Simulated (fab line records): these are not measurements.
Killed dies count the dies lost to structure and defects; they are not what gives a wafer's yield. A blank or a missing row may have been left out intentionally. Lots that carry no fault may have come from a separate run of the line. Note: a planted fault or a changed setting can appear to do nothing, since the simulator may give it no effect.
Struck lot and sound lot, side by side ; flow nand_harc ; 13 steps out of a route of 1302
Sound: the wafers L756.2, L756.3, L756.6. Wafers struck: L759.1, L759.4, L759.6. The cause is named last.
Order at every step that has rows: each side's tool, ch and its chambers, its first start. Under that, the readings that differ: sound wafers ; struck wafers ; difference of the means ; sigmas: that difference in standard deviations of wafers without a fault.
alike: same words and numbers on both sides, and readings whose means sit less than 2 such deviations apart. not compared: any withheld reading, any reading some wafer has no value for, any bound like >300 that may hide the same value, and any number with overlapping values for which the record gives no deviation.
Wherever a step has rows on one side only, a row that says differs or no value, or a row with sigmas, the two part there. Numbers that have no deviation but don't overlap get no sigmas and don't part them. A reading missing from all wafers of one side parts the sides only when that side holds two or more wafers.

first, 6 steps without rows for these wafers: NHARC_A_DECK1_JOINT_CVD_34 (deposits SiNx, target thk 20 nm); NHARC_A_DECK1_JOINT_DEP_06 (deposits SiOx, target thk 80 nm); NHARC_A_DECK1_JOINT_CURE_26 (time 32 s); NHARC_A_DECK1_JOINT_ANNEAL_27 (time 3600 s); NHARC_A_DECK1_JOINT_ANNEAL_28 (time 1800 s); NHARC_A_DECK1_JOINT_ANNEAL_29 (time 1800 s).
NHARC_A_DECK1_JOINT_CMP_02: polishes SiOx.
  sound on cmp-02 ch 0,3, day 12 09:40; struck on cmp-03 ch 1,3, day 13 13:07
  alike: edge_zone_pressure_frac, motor_current_A
following that, these wafers have no rows for 1 step: NHARC_A_DECK1_JOINT_SRD_15.
NHARC_A_DECK1_JOINT_DEP_16: deposits SiO2, target thk 45 nm.
  sound on pecvd-03 ch 1,2, day 12 10:05; struck on pecvd-03 ch 1,2, day 13 13:35
  alike: heater_power_outer_w, heater_power_w, rf_fwd_power_W, throttle_valve_pct
NHARC_A_DECK1_JOINT_THK_MEAS_17: measures by ellipsometry.
  sound: film_metro-02 at day 12 10:22; struck: film_metro-02 at day 13 13:48
  alike: thk_nm
NHARC_A_DECK1_JOINT_INSPECT_05:
  sound: defect_inspect-02 at day 12 10:23; struck: defect_inspect-02 at day 13 13:50
  alike: raw_defect_count
NHARC_A_ONON_D2_DEP_00: target thk 1000 nm.
  sound on pecvd_onon-03 ch 0, day 12 10:31; struck on pecvd_onon-04 ch 0, day 13 13:55
  alike: n2_flow_sccm
NHARC_A_ONON_D2_THK_MEAS_02: measures by ellipsometry.
  sound: film_metro-02 at day 12 10:58; struck: film_metro-02 at day 13 14:35
reading;sound;struck;difference;sigmas
thk_nm (nm);1002 1003 1004;442 444 442;-560;-51
  not compared: hold

## WHERE THEY PART
Only at NHARC_A_ONON_D2_THK_MEAS_02, within this record.

WHY: what the simulator had put in
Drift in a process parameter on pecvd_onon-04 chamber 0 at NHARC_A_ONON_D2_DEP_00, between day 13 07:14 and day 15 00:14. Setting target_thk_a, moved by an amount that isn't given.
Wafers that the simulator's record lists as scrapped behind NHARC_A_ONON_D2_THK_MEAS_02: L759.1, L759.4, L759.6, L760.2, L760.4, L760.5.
